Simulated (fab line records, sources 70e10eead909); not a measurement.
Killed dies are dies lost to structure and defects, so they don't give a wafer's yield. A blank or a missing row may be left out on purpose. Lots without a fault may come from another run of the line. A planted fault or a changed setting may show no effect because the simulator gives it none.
Which tool did it? | flow nand_harc | 24 lots, 72 wafers sampled, at 6 steps of a route of 1159

WHAT THE GAUGES READ, wafer by wafer
NHARC_P_GATE_CD_MEAS_91: target cd 2000 nm.
lot  | measured     | on        | cd_nm (nm)
L074 | day 5 04:25  | cd_sem-02 | 1999.0 2000.7 1997.3
L076 | day 5 17:08  | cd_sem-03 | 2000.9 2001.1 2001.0
L075 | day 5 17:31  | cd_sem-01 | 2000.0 1998.4 2000.5
L077 | day 6 00:08  | cd_sem-01 | 2000.7 1999.1 2000.2
L078 | day 6 00:43  | cd_sem-02 | 2000.9 2001.1 2000.7
L080 | day 6 21:46  | cd_sem-02 | 1997.7 2000.7 2000.1
L079 | day 7 00:17  | cd_sem-01 | 2001.2 1999.5 1998.1
L081 | day 7 04:20  | cd_sem-01 | 2001.1 2000.6 2002.0
L082 | day 7 07:28  | cd_sem-02 | 2003.6 2000.9 2001.4
L083 | day 7 07:56  | cd_sem-01 | 2000.2 2002.8 2001.2
L085 | day 7 21:31  | cd_sem-03 | 1999.3 1998.4 1999.5
L084 | day 7 23:50  | cd_sem-02 | 1998.7 1999.8 1998.8
L086 | day 8 12:59  | cd_sem-03 | 1999.6 2001.4 1999.7
L087 | day 8 13:41  | cd_sem-03 | 1999.2 2001.5 1999.6
L088 | day 8 22:20  | cd_sem-02 | 1999.0 1998.4 1998.6
L089 | day 9 02:34  | cd_sem-02 | 1999.5 1998.8 1999.1
L090 | day 9 07:39  | cd_sem-01 | 1998.8 2000.7 1998.4
L092 | day 9 14:47  | cd_sem-01 | 1999.1 1998.7 1999.6
L091 | day 9 15:08  | cd_sem-02 | 1997.9 1998.8 2000.6
L093 | day 9 22:12  | cd_sem-03 | 2000.9 1999.4 2001.5
L094 | day 10 06:02 | cd_sem-03 | 1997.6 1998.7 1998.4
L095 | day 10 16:04 | cd_sem-02 | 2001.0 1998.9 1998.3
L097 | day 10 20:23 | cd_sem-03 | 1998.8 2000.1 1999.5
L096 | day 10 21:19 | cd_sem-02 | 2000.4 1997.8 1998.0

NHARC_P_CONTACT_INSPECT_27.
lot  | measured     | on                | raw_defect_count
L074 | day 5 13:59  | defect_inspect-01 | 153 257 154
L076 | day 6 03:23  | defect_inspect-02 | 435 410 235
L075 | day 6 03:56  | defect_inspect-01 | 402 380 327
L077 | day 6 11:56  | defect_inspect-02 | 328 443 171
L078 | day 6 12:28  | defect_inspect-02 | 451 127 337
L080 | day 7 05:54  | defect_inspect-02 | 335 145 565
L079 | day 7 08:09  | defect_inspect-02 | 284 427 193
L081 | day 7 12:28  | defect_inspect-01 | 250 234 196
L082 | day 7 16:04  | defect_inspect-01 | 363 178 179
L083 | day 7 16:13  | defect_inspect-02 | 231 237 228
L085 | day 8 06:47  | defect_inspect-02 | 353 355 370
L084 | day 8 08:08  | defect_inspect-02 | 440 526 450
L086 | day 8 21:17  | defect_inspect-02 | 200 402 428
L087 | day 9 02:11  | defect_inspect-01 | 160 206 232
L088 | day 9 15:55  | defect_inspect-02 | 456 290 146
L089 | day 9 19:49  | defect_inspect-02 | 251 167 250
L090 | day 9 20:23  | defect_inspect-02 | 225 159 333
L092 | day 9 23:31  | defect_inspect-01 | 222 387 249
L091 | day 9 23:41  | defect_inspect-01 | 273 519 257
L093 | day 10 06:28 | defect_inspect-02 | 215 193 207
L094 | day 10 17:28 | defect_inspect-01 | 596 522 524
L095 | day 11 00:04 | defect_inspect-01 | 171 117 265
L097 | day 11 04:40 | defect_inspect-02 | 381 298 313
L096 | day 11 05:33 | defect_inspect-02 | 224 251 282

WHICH TOOL RAN EACH LOT (tool, then ch and the chambers of the sampled wafers, then the start)
lot  | NHARC_P_GATE_STRIP_111               | NHARC_P_CONTACT_CMP_01        | NHARC_P_CONTACT_ETCH_36                       | NHARC_P_CONTACT_STRIP_28
L074 | plasma_asher-01 ch 0, day 5 01:34    | cmp-04 ch 0,2,3, day 5 08:32  | rie_diel-10 ch 0,2, day 5 10:59 or earlier    | rie_diel-10 ch 1,2, day 5 10:59
L076 | plasma_asher-01 ch 0,1, day 5 14:08  | cmp-02 ch 1,3, day 5 21:01    | rie_diel-06 ch 0,1,2, day 5 23:01 or earlier  | rie_diel-13 ch 1,2, day 5 23:01
L075 | plasma_asher-02 ch 0,1, day 5 14:24  | cmp-03 ch 0,1,2, day 5 21:35  | rie_diel-10 ch 0,3, day 5 23:33 or earlier    | rie_diel-13 ch 1,2, day 5 23:33
L077 | plasma_asher-01 ch 0,1, day 5 21:18  | cmp-02 ch 0,1, day 6 04:24    | rie_diel-13 ch 0,1,3, day 6 06:23 or earlier  | rie_diel-06 ch 0,3, day 6 06:23
L078 | plasma_asher-02 ch 0,1, day 5 21:47  | cmp-03 ch 0,2,3, day 6 04:52  | rie_diel-13 ch 0,3, day 6 06:48 or earlier    | rie_diel-10 ch 1,2,3, day 6 06:48
L080 | plasma_asher-01 ch 0,1, day 6 18:47  | cmp-03 ch 0,1, day 7 01:40    | rie_diel-10 ch 0,1,2, day 7 03:44 or earlier  | rie_diel-10 ch 1,3, day 7 03:44
L079 | plasma_asher-01 ch 0,1, day 6 21:13  | cmp-04 ch 0,1,3, day 7 04:13  | rie_diel-13 ch 0,2, day 7 06:02 or earlier    | rie_diel-13 ch 0,1,2, day 7 06:02
L081 | plasma_asher-01 ch 0,1, day 7 01:34  | cmp-04 ch 0,1,3, day 7 08:27  | rie_diel-13 ch 2,3, day 7 10:17 or earlier    | rie_diel-10 ch 1,3, day 7 10:17
L082 | plasma_asher-01 ch 0,1, day 7 04:42  | cmp-02 ch 0,1, day 7 11:22    | rie_diel-13 ch 1,3, day 7 13:47 or earlier    | rie_diel-13 ch 0,1,3, day 7 13:47
L083 | plasma_asher-01 ch 0,1, day 7 05:04  | cmp-03 ch 0,2, day 7 12:00    | rie_diel-10 ch 0,2,3, day 7 13:49 or earlier  | rie_diel-10 ch 0,1, day 7 13:49
L085 | plasma_asher-02 ch 0,1, day 7 18:37  | cmp-04 ch 0,1,2, day 8 01:46  | rie_diel-13 ch 0,1,2, day 8 03:45 or earlier  | rie_diel-10 ch 1,2, day 8 03:45
L084 | plasma_asher-02 ch 0,1, day 7 20:53  | cmp-04 ch 1,2, day 8 04:09    | rie_diel-10 ch 0,2,3, day 8 05:59 or earlier  | rie_diel-06 ch 2,3, day 8 05:59
L086 | plasma_asher-02 ch 0,1, day 8 10:07  | cmp-03 ch 0,2,3, day 8 17:09  | rie_diel-10 ch 0,1,2, day 8 19:07 or earlier  | rie_diel-13 ch 1,2,3, day 8 19:07
L087 | plasma_asher-02 ch 0,1, day 8 10:49  | cmp-02 ch 0,2,3, day 8 17:32  | rie_diel-06 ch 0,2,3, day 8 19:32 or earlier  | rie_diel-13 ch 0,1,2, day 8 19:32
L088 | plasma_asher-01 ch 0,1, day 8 19:27  | cmp-04 ch 0,1,3, day 9 03:09  | rie_diel-13 ch 2,3, day 9 05:04 or earlier    | rie_diel-10 ch 0,1,2, day 9 05:04
L089 | plasma_asher-01 ch 0,1, day 8 23:49  | cmp-03 ch 0,2,3, day 9 06:28  | rie_diel-10 ch 2,3, day 9 08:23 or earlier    | rie_diel-10 ch 0,1, day 9 08:23
L090 | plasma_asher-02 ch 0,1, day 9 04:52  | cmp-02 ch 0,1,2, day 9 11:35  | rie_diel-13 ch 0,1,3, day 9 13:33 or earlier  | rie_diel-10 ch 1,2,3, day 9 13:33
L092 | plasma_asher-01 ch 0,1, day 9 12:05  | cmp-04 ch 0,1,3, day 9 18:46  | rie_diel-13 ch 0,1,2, day 9 20:46 or earlier  | rie_diel-13 ch 0,1,2, day 9 20:46
L091 | plasma_asher-02 ch 0,1, day 9 12:28  | cmp-03 ch 0,2, day 9 19:37    | rie_diel-10 ch 0,3, day 9 21:34 or earlier    | rie_diel-13 ch 0,1,2, day 9 21:34
L093 | plasma_asher-01 ch 0,1, day 9 19:23  | cmp-04 ch 1,2,3, day 10 02:25 | rie_diel-13 ch 0,1,2, day 10 04:16 or earlier | rie_diel-06 ch 0,2,3, day 10 04:16
L094 | plasma_asher-02 ch 0,1, day 10 03:23 | cmp-04 ch 1,2, day 10 09:53   | rie_diel-13 ch 1,3, day 10 11:46 or earlier   | rie_diel-13 ch 1,2,3, day 10 11:46
L095 | plasma_asher-02 ch 0,1, day 10 12:16 | cmp-02 ch 1,2,3, day 10 19:58 | rie_diel-10 ch 0,2,3, day 10 21:54 or earlier | rie_diel-13 ch 0,3, day 10 21:54
L097 | plasma_asher-02 ch 0,1, day 10 17:27 | cmp-04 ch 1,2,3, day 11 00:22 | rie_diel-13 ch 0,2,3, day 11 02:31 or earlier | rie_diel-13 ch 0,2,3, day 11 02:31
L096 | plasma_asher-01 ch 0,1, day 10 18:36 | cmp-04 ch 0,1,2, day 11 01:24 | rie_diel-10 ch 0,1, day 11 03:25 or earlier   | rie_diel-13 ch 1,2,3, day 11 03:25
- NHARC_P_GATE_STRIP_111: strips in N2/H2, time 250 s.
- NHARC_P_CONTACT_CMP_01: polishes SiO2, target thk 200 nm.
- NHARC_P_CONTACT_ETCH_36: etches the open film in N2/H2, target depth 260 nm, time 406.25 s.
- NHARC_P_CONTACT_STRIP_28: strips in O2.

WHAT THE TOOLS THEMSELVES READ (means of the sampled wafers that have a number; where no wafer has one, the mark that the record gives instead)
NHARC_P_GATE_STRIP_111.
lot  | tool            | drypump_motor_current_A (A) | heater_power_w (W)
L074 | plasma_asher-01 | 5.4                         | 88.0
L076 | plasma_asher-01 | 6.0                         | 85.1
L075 | plasma_asher-02 | 6.2                         | 82.9
L077 | plasma_asher-01 | 5.7                         | 84.4
L078 | plasma_asher-02 | 5.9                         | 83.3
L080 | plasma_asher-01 | 6.0                         | 85.1
L079 | plasma_asher-01 | 6.0                         | 86.1
L081 | plasma_asher-01 | 6.0                         | 84.5
L082 | plasma_asher-01 | 5.7                         | 84.1
L083 | plasma_asher-01 | 5.7                         | 84.2
L085 | plasma_asher-02 | 5.9                         | 82.3
L084 | plasma_asher-02 | 6.2                         | 84.1
L086 | plasma_asher-02 | 6.2                         | 83.6
L087 | plasma_asher-02 | 5.9                         | 81.6
L088 | plasma_asher-01 | 5.7                         | 84.5
L089 | plasma_asher-01 | 6.0                         | 83.8
L090 | plasma_asher-02 | 6.2                         | 84.5
L092 | plasma_asher-01 | 5.7                         | 83.4
L091 | plasma_asher-02 | 6.2                         | 85.1
L093 | plasma_asher-01 | 5.7                         | 84.1
L094 | plasma_asher-02 | 5.9                         | 81.7
L095 | plasma_asher-02 | 6.2                         | 85.1
L097 | plasma_asher-02 | 5.9                         | 83.1
L096 | plasma_asher-01 | 6.0                         | 84.4

NHARC_P_CONTACT_CMP_01.
lot  | tool   | motor_current_A (A)
L074 | cmp-04 | 11.8
L076 | cmp-02 | 12.3
L075 | cmp-03 | 11.7
L077 | cmp-02 | 10.4
L078 | cmp-03 | 11.8
L080 | cmp-03 | 11.3
L079 | cmp-04 | 11.0
L081 | cmp-04 | 11.4
L082 | cmp-02 | 10.3
L083 | cmp-03 | 11.4
L085 | cmp-04 | 11.4
L084 | cmp-04 | 10.5
L086 | cmp-03 | 12.0
L087 | cmp-02 | 12.1
L088 | cmp-04 | 11.4
L089 | cmp-03 | 11.8
L090 | cmp-02 | 11.8
L092 | cmp-04 | 11.4
L091 | cmp-03 | 11.9
L093 | cmp-04 | 11.2
L094 | cmp-04 | 11.1
L095 | cmp-02 | 12.3
L097 | cmp-04 | 11.0
L096 | cmp-04 | 11.3

NHARC_P_CONTACT_ETCH_36.
lot  | tool        | drypump_motor_current_A (A) | oes_product_au (a.u.) | rf_vpp_V (V) | showerhead_plenum_p_Torr (Torr) | throttle_valve_pct (%)
L074 | rie_diel-10 | 6.4                         | 1.000                 | 434.5        | 2.17                            | 14.176
L076 | rie_diel-06 | 5.7                         | 0.997                 | 431.3        | 2.08                            | 14.176
L075 | rie_diel-10 | 5.4                         | 0.995                 | 433.1        | 2.09                            | 14.169
L077 | rie_diel-13 | 5.6                         | 0.997                 | 432.2        | 2.11                            | 14.176
L078 | rie_diel-13 | 5.9                         | 1.004                 | 430.4        | 2.05                            | 14.171
L080 | rie_diel-10 | 6.4                         | 0.996                 | 432.6        | 2.11                            | 14.173
L079 | rie_diel-13 | 5.7                         | 1.002                 | 431.8        | 2.07                            | 14.174
L081 | rie_diel-13 | 5.5                         | 1.006                 | 433.8        | 2.16                            | 14.172
L082 | rie_diel-13 | 5.2                         | 1.003                 | 434.4        | 2.17                            | 14.172
L083 | rie_diel-10 | 5.9                         | 1.001                 | 433.2        | 2.13                            | 14.166
L085 | rie_diel-13 | 5.6                         | 1.007                 | 431.7        | 2.08                            | 14.164
L084 | rie_diel-10 | 5.9                         | 0.998                 | 433.5        | 2.13                            | 14.174
L086 | rie_diel-10 | 6.4                         | 1.006                 | 432.8        | 2.10                            | 14.173
L087 | rie_diel-06 | 5.7                         | 0.988                 | 431.3        | 2.07                            | 14.184
L088 | rie_diel-13 | 5.5                         | 0.999                 | 433.9        | 2.15                            | 14.173
L089 | rie_diel-10 | 5.8                         | 0.987                 | 434.0        | 2.13                            | 14.166
L090 | rie_diel-13 | 5.6                         | 0.998                 | 432.3        | 2.10                            | 14.169
L092 | rie_diel-13 | 5.6                         | 1.002                 | 431.9        | 2.08                            | 14.168
L091 | rie_diel-10 | 6.0                         | 1.001                 | 433.0        | 2.13                            | 14.170
L093 | rie_diel-13 | 5.6                         | 0.998                 | 430.8        | 2.08                            | 14.177
L094 | rie_diel-13 | 5.3                         | 0.999                 | 433.9        | 2.17                            | 14.180
L095 | rie_diel-10 | 5.9                         | 1.003                 | 432.7        | 2.13                            | 14.176
L097 | rie_diel-13 | 5.7                         | 0.999                 | 431.5        | 2.09                            | 14.168
L096 | rie_diel-10 | 6.5                         | 0.996                 | 433.2        | 2.10                            | 14.172

NHARC_P_CONTACT_STRIP_28.
lot  | tool        | drypump_motor_current_A (A) | oes_product_au (a.u.) | rf_vpp_V (V) | showerhead_plenum_p_Torr (Torr) | throttle_valve_pct (%)
L074 | rie_diel-10 | 6.4                         | 0.996                 | 57.9         | 3.55                            | 17.034
L076 | rie_diel-13 | 5.4                         | 0.996                 | 57.8         | 3.68                            | 17.043
L075 | rie_diel-13 | 5.5                         | 0.999                 | 58.5         | 3.68                            | 17.043
L077 | rie_diel-06 | 5.7                         | 0.996                 | 59.0         | 3.65                            | 17.045
L078 | rie_diel-10 | 5.9                         | 1.005                 | 57.3         | 3.58                            | 17.045
L080 | rie_diel-10 | 5.9                         | 1.004                 | 57.1         | 3.48                            | 17.044
L079 | rie_diel-13 | 5.6                         | 1.003                 | 57.8         | 3.60                            | 17.035
L081 | rie_diel-10 | 5.4                         | 1.004                 | 57.3         | 3.52                            | 17.034
L082 | rie_diel-13 | 5.6                         | 1.002                 | 58.3         | 3.63                            | 17.036
L083 | rie_diel-10 | 6.4                         | 1.000                 | 58.0         | 3.53                            | 17.031
L085 | rie_diel-10 | 6.4                         | 0.997                 | 57.5         | 3.54                            | 17.025
L084 | rie_diel-06 | 5.4                         | 0.990                 | 58.6         | 3.65                            | 17.042
L086 | rie_diel-13 | 5.4                         | 1.002                 | 58.7         | 3.70                            | 17.047
L087 | rie_diel-13 | 5.6                         | 1.005                 | 58.2         | 3.60                            | 17.041
L088 | rie_diel-10 | 6.4                         | 1.004                 | 57.8         | 3.63                            | 17.030
L089 | rie_diel-10 | 6.4                         | 0.999                 | 57.7         | 3.53                            | 17.039
L090 | rie_diel-10 | 5.9                         | 0.987                 | 57.9         | 3.58                            | 17.035
L092 | rie_diel-13 | 5.6                         | 0.999                 | 58.2         | 3.60                            | 17.039
L091 | rie_diel-13 | 5.6                         | 1.002                 | 57.9         | 3.59                            | 17.042
L093 | rie_diel-06 | 5.7                         | 0.988                 | 58.1         | 3.56                            | 17.049
L094 | rie_diel-13 | 5.4                         | 1.001                 | 58.8         | 3.70                            | 17.043
L095 | rie_diel-13 | 5.7                         | 0.994                 | 58.8         | 3.63                            | 17.038
L097 | rie_diel-13 | 5.7                         | 1.001                 | 58.3         | 3.60                            | 17.045
L096 | rie_diel-13 | 5.4                         | 1.001                 | 58.2         | 3.70                            | 17.031

THE ANSWER, worked out from the rows above alone
Rule: what is usual is taken from the lots themselves. Put in order of their means at a reading, lots are off if they are a third of the lots or fewer, leave a main group of 4 or more, and stand apart from it by a gap of 3 or more times the standard deviation of the main group's means; of several such gaps the widest counts. A main group whose means are all the same, to the digits that the tables above print for the reading, isn't used. A lot without any number at a reading at which 4 lots or more have one is off too. The other lots that the step has rows for count as sound. The gauges are gone through in route order, then the tools' own readings, and for those a lot's mean is taken as printed above. The first step at which some lot is off is used, and at that step the reading that is off furthest; a lot without a number counts as furthest.
No lot is off at any reading shown: from this, nothing can be told.

WHAT THE SIMULATOR HAD PUT IN
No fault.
